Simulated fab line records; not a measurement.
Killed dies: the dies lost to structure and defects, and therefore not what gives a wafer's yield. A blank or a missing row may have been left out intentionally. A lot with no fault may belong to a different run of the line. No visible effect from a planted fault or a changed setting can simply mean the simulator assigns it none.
Chamber matching + flow nand-harc + NHARC_P_GATE_DESCUM_31 on rie-diel-12: 4 sister chambers
The step chemistry O2, time 3 s. 8 wafers are shown with their chamber, then 7 later ones without.

EACH WAFER AND ITS CHAMBER
| wafer  | chamber | drypump-motor-current-A (A) | showerhead-plenum-p-Torr (Torr) |
|--------|---------|-----------------------------|---------------------------------|
| L076.4 | 2       | 4.7                         | 1.99                            |
| L076.6 | 0       | 5.6                         | 2.05                            |
| L083.2 | 0       | 5.6                         | 2.04                            |
| L087.2 | 3       | 6.1                         | 1.88                            |
| L087.4 | 1       | 6.2                         | 1.84                            |
| L087.5 | 2       | 4.8                         | 1.98                            |
| L090.2 | 1       | 6.2                         | 1.84                            |
| L090.5 | 3       | 6.1                         | 1.88                            |

WAFERS WHOSE CHAMBER IS MISSING
| wafer  | drypump-motor-current-A (A) | showerhead-plenum-p-Torr (Torr) |
|--------|-----------------------------|---------------------------------|
| L090.6 | 4.7                         | 1.98                            |
| L091.1 | 6.2                         | 1.84                            |
| L091.5 | 6.2                         | 1.84                            |
| L091.6 | 4.7                         | 1.98                            |
| L095.1 | 6.2                         | 1.84                            |
| L095.2 | 6.1                         | 1.88                            |
| L095.4 | 4.7                         | 1.98                            |

WHICH CHAMBER EACH ONE RAN IN
| wafer  | from the rows above | in truth |
|--------|---------------------|----------|
| L090.6 | 2                   | 2        |
| L091.1 | 1                   | 1        |
| L091.5 | 1                   | 1        |
| L091.6 | 2                   | 2        |
| L095.1 | 1                   | 1        |
| L095.2 | 3                   | 3        |
| L095.4 | 2                   | 2        |
Correct placement for 7 of the 7. Left unplaced by these rows: 0. Number placed wrongly: 0.
How it was worked out, from the rows above alone: a wafer's distance from a chamber is the root of the sum, over the readings, of the square of ((its reading less the chamber's mean) divided by the reading's scatter). The wafer belongs to the nearest chamber; if the next one is less than 2 further off, it can't be placed. Each chamber's mean is taken over the wafers shown for it. The scatter: the root of (the sum of the squares of (reading less its chamber's mean) over the shown wafers, divided by (wafers less chambers)).
